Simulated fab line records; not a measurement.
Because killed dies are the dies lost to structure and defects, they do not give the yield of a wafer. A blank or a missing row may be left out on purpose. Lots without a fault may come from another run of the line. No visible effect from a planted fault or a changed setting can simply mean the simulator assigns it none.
Split-lot study || flow n5_finfet || route with 1938 steps; 7 lots, 21 wafers read

THE SPLIT
At N5_SDB_COAT_04 (time 60 s, resist thk 18 nm), the setting spin_rpm was moved away from the recipe's 1500 rpm on 8 of the 21 wafers read, by -10.1% to +8.2%. For the rest of the wafers, this setting stayed at what the recipe calls for.

FROM THE SPLIT TO THE READING: what the file shows between them, 6 steps
- N5_SDB_EXPOSE_08: exposes mask SDB (also split here: dose_mj)
- N5_SDB_PEB_09: peb time 60 s
- N5_SDB_DEVELOP_10: develop time 30 s
- N5_SDB_CD_MEAS_11: target cd 50 nm
- N5_SDB_DESCUM_16: chemistry O2, time 7.9 s
- N5_SDB_ETCH_17: etches SiARC in CF4, target depth 23.4 nm, time 39 s

THE READING
SiARC_of_SDB_COAT_04.thk_nm (the simulator's own value, which no gauge read), in nm, at N5_SDB_ETCH_18 (etches SOC in N2/H2, target depth 100 nm, overetch 20 nm, time 150 s). The file gives no usual value for it. Here, 13 wafers ran the recipe; their average is 12.9 nm with a standard deviation of 0.15 nm.

{"wafer": "L077.3", "tool, chamber at the split": "litho_track-01, 0", "spin_rpm as run, rpm": 1500, "against the recipe": "recipe", "SiARC_of_SDB_COAT_04.thk_nm, nm": 13, "against lot-mates on the recipe": "-"}
{"wafer": "L077.5", "tool, chamber at the split": "litho_track-01, 0", "spin_rpm as run, rpm": 1500, "against the recipe": "recipe", "SiARC_of_SDB_COAT_04.thk_nm, nm": 13, "against lot-mates on the recipe": "-"}
{"wafer": "L077.6", "tool, chamber at the split": "litho_track-01, 0", "spin_rpm as run, rpm": 1500, "against the recipe": "recipe", "SiARC_of_SDB_COAT_04.thk_nm, nm": 12.8, "against lot-mates on the recipe": "-"}
{"wafer": "L079.1", "tool, chamber at the split": "litho_track-01, 0", "spin_rpm as run, rpm": 1500, "against the recipe": "recipe", "SiARC_of_SDB_COAT_04.thk_nm, nm": 13, "against lot-mates on the recipe": "-"}
{"wafer": "L079.3", "tool, chamber at the split": "litho_track-01, 0", "spin_rpm as run, rpm": 1500, "against the recipe": "recipe", "SiARC_of_SDB_COAT_04.thk_nm, nm": 13, "against lot-mates on the recipe": "-"}
{"wafer": "L079.4", "tool, chamber at the split": "litho_track-01, 0", "spin_rpm as run, rpm": 1500, "against the recipe": "recipe", "SiARC_of_SDB_COAT_04.thk_nm, nm": 13, "against lot-mates on the recipe": "-"}
{"wafer": "L080.2", "tool, chamber at the split": "litho_track-01, 0", "spin_rpm as run, rpm": 1437, "against the recipe": "-4.2%", "SiARC_of_SDB_COAT_04.thk_nm, nm": 13.4, "against lot-mates on the recipe": "+0.6"}
{"wafer": "L080.5", "tool, chamber at the split": "litho_track-01, 0", "spin_rpm as run, rpm": 1437, "against the recipe": "-4.2%", "SiARC_of_SDB_COAT_04.thk_nm, nm": 13.2, "against lot-mates on the recipe": "+0.4"}
{"wafer": "L080.6", "tool, chamber at the split": "litho_track-01, 0", "spin_rpm as run, rpm": 1500, "against the recipe": "recipe", "SiARC_of_SDB_COAT_04.thk_nm, nm": 12.8, "against lot-mates on the recipe": "-"}
{"wafer": "L081.1", "tool, chamber at the split": "litho_track-05, 0", "spin_rpm as run, rpm": 1623, "against the recipe": "+8.2%", "SiARC_of_SDB_COAT_04.thk_nm, nm": 12.2, "against lot-mates on the recipe": -0.5}
{"wafer": "L081.5", "tool, chamber at the split": "litho_track-05, 0", "spin_rpm as run, rpm": 1500, "against the recipe": "recipe", "SiARC_of_SDB_COAT_04.thk_nm, nm": 12.8, "against lot-mates on the recipe": "-"}
{"wafer": "L081.6", "tool, chamber at the split": "litho_track-05, 0", "spin_rpm as run, rpm": 1500, "against the recipe": "recipe", "SiARC_of_SDB_COAT_04.thk_nm, nm": 12.6, "against lot-mates on the recipe": "-"}
{"wafer": "L085.1", "tool, chamber at the split": "litho_track-05, 0", "spin_rpm as run, rpm": 1602, "against the recipe": "+6.8%", "SiARC_of_SDB_COAT_04.thk_nm, nm": 12.4, "against lot-mates on the recipe": -0.6}
{"wafer": "L085.5", "tool, chamber at the split": "litho_track-05, 0", "spin_rpm as run, rpm": 1602, "against the recipe": "+6.8%", "SiARC_of_SDB_COAT_04.thk_nm, nm": 12.4, "against lot-mates on the recipe": -0.6}
{"wafer": "L085.2", "tool, chamber at the split": "litho_track-05, 0", "spin_rpm as run, rpm": 1500, "against the recipe": "recipe", "SiARC_of_SDB_COAT_04.thk_nm, nm": 13, "against lot-mates on the recipe": "-"}
{"wafer": "L086.1", "tool, chamber at the split": "litho_track-05, 0", "spin_rpm as run, rpm": 1391, "against the recipe": "-7.3%", "SiARC_of_SDB_COAT_04.thk_nm, nm": 13.8, "against lot-mates on the recipe": "+0.6"}
{"wafer": "L086.5", "tool, chamber at the split": "litho_track-05, 0", "spin_rpm as run, rpm": 1391, "against the recipe": "-7.3%", "SiARC_of_SDB_COAT_04.thk_nm, nm": 13.6, "against lot-mates on the recipe": "+0.4"}
{"wafer": "L086.6", "tool, chamber at the split": "litho_track-05, 0", "spin_rpm as run, rpm": 1500, "against the recipe": "recipe", "SiARC_of_SDB_COAT_04.thk_nm, nm": 13.2, "against lot-mates on the recipe": "-"}
{"wafer": "L088.1", "tool, chamber at the split": "litho_track-01, 0", "spin_rpm as run, rpm": 1500, "against the recipe": "recipe", "SiARC_of_SDB_COAT_04.thk_nm, nm": 12.8, "against lot-mates on the recipe": "-"}
{"wafer": "L088.5", "tool, chamber at the split": "litho_track-01, 0", "spin_rpm as run, rpm": 1500, "against the recipe": "recipe", "SiARC_of_SDB_COAT_04.thk_nm, nm": 12.8, "against lot-mates on the recipe": "-"}
{"wafer": "L088.2", "tool, chamber at the split": "litho_track-01, 0", "spin_rpm as run, rpm": 1348, "against the recipe": "-10.1%", "SiARC_of_SDB_COAT_04.thk_nm, nm": 13.8, "against lot-mates on the recipe": "+1.0"}

THE FIT
A straight line over all 21 wafers: SiARC_of_SDB_COAT_04.thk_nm changes by -0.09 nm for each +1% of spin_rpm; r = -0.95; the points scatter about the line by 0.14 nm.
The same after taking each lot's own level away (the mean of its wafers on the recipe; 21 wafers): -0.0835 nm for each +1%; r = -0.96; scatter 0.1 nm.
The reading moves by 0.85 nm for the largest change in spin_rpm, on that fit.
From 12.70 to 13.20 nm: that is the span of the lots' own levels, equal to 3.4 times the standard deviation above.
The two slopes agree, so the slope changes little with the lot-to-lot level.
Check: with one of the wafers moved furthest among these (-10.1%) left out of the fit, the line predicts +0.81 nm for it against its lot-mates. It came out at +1 nm against them.

OTHER SPLITS APPLIED TO THESE WAFERS
Note: prior to the reading, these wafers also went through further splits. Each is held against what the fit with the lots' levels taken away leaves over:
{"other split on the same wafers": "N5_ZERO_LAYER_PECVD_02 time_s", "wafers away from the commonest value": 9, "r with SiARC_of_SDB_COAT_04.thk_nm (lot level and that fit taken away)": -0.38}
{"other split on the same wafers": "N5_ZERO_LAYER_COAT_05 spin_rpm", "wafers away from the commonest value": 6, "r with SiARC_of_SDB_COAT_04.thk_nm (lot level and that fit taken away)": -0.37}
{"other split on the same wafers": "N5_WELL_APT_EXPOSE_22 dose_mj", "wafers away from the commonest value": 6, "r with SiARC_of_SDB_COAT_04.thk_nm (lot level and that fit taken away)": -0.08}
{"other split on the same wafers": "N5_WELL_APT_PEB_23 peb_time_s", "wafers away from the commonest value": 5, "r with SiARC_of_SDB_COAT_04.thk_nm (lot level and that fit taken away)": "+0.09"}
{"other split on the same wafers": "N5_FIN_SAQP_ETCH_65 time_s", "wafers away from the commonest value": 7, "r with SiARC_of_SDB_COAT_04.thk_nm (lot level and that fit taken away)": "+0.28"}
{"other split on the same wafers": "N5_DUMMY_GATE_COAT_35 spin_rpm", "wafers away from the commonest value": 7, "r with SiARC_of_SDB_COAT_04.thk_nm (lot level and that fit taken away)": "+0.37"}
{"other split on the same wafers": "N5_DUMMY_GATE_EXPOSE_12 dose_mj", "wafers away from the commonest value": 4, "r with SiARC_of_SDB_COAT_04.thk_nm (lot level and that fit taken away)": -0.08}
{"other split on the same wafers": "N5_SDB_EXPOSE_08 dose_mj", "wafers away from the commonest value": 4, "r with SiARC_of_SDB_COAT_04.thk_nm (lot level and that fit taken away)": "+0.11"}

THE WHOLE CHAIN: every reading that the file lists as answering this split, in the file's order
{"step": "N5_SDB_COAT_04", "what it does": "time 60 s, resist thk 18 nm", "reading": "SiARC_of_SDB_COAT_04.thk_nm (the simulator's own value, which no gauge read)", "change (the file's fit)": "-0.0986 nm for each +1% of the setting", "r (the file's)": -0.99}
{"step": "N5_SDB_ETCH_17", "what it does": "etches SiARC in CF4, target depth 23.4 nm, time 39 s", "reading": "etch.depth_nm (the simulator's own value, which no gauge read)", "change (the file's fit)": "-0.092 nm for each +1% of the setting", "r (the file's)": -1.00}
{"step": "N5_SDB_ETCH_18", "what it does": "etches SOC in N2/H2, target depth 100 nm, overetch 20 nm, time 150 s", "reading": "SiARC_of_SDB_COAT_04.thk_nm (the simulator's own value, which no gauge read)", "change (the file's fit)": "-0.0839 nm for each +1% of the setting", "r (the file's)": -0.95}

THE FILE'S OWN FIT
SiARC_of_SDB_COAT_04.thk_nm changes by -0.0839 nm for each +1% of spin_rpm, r = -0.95.
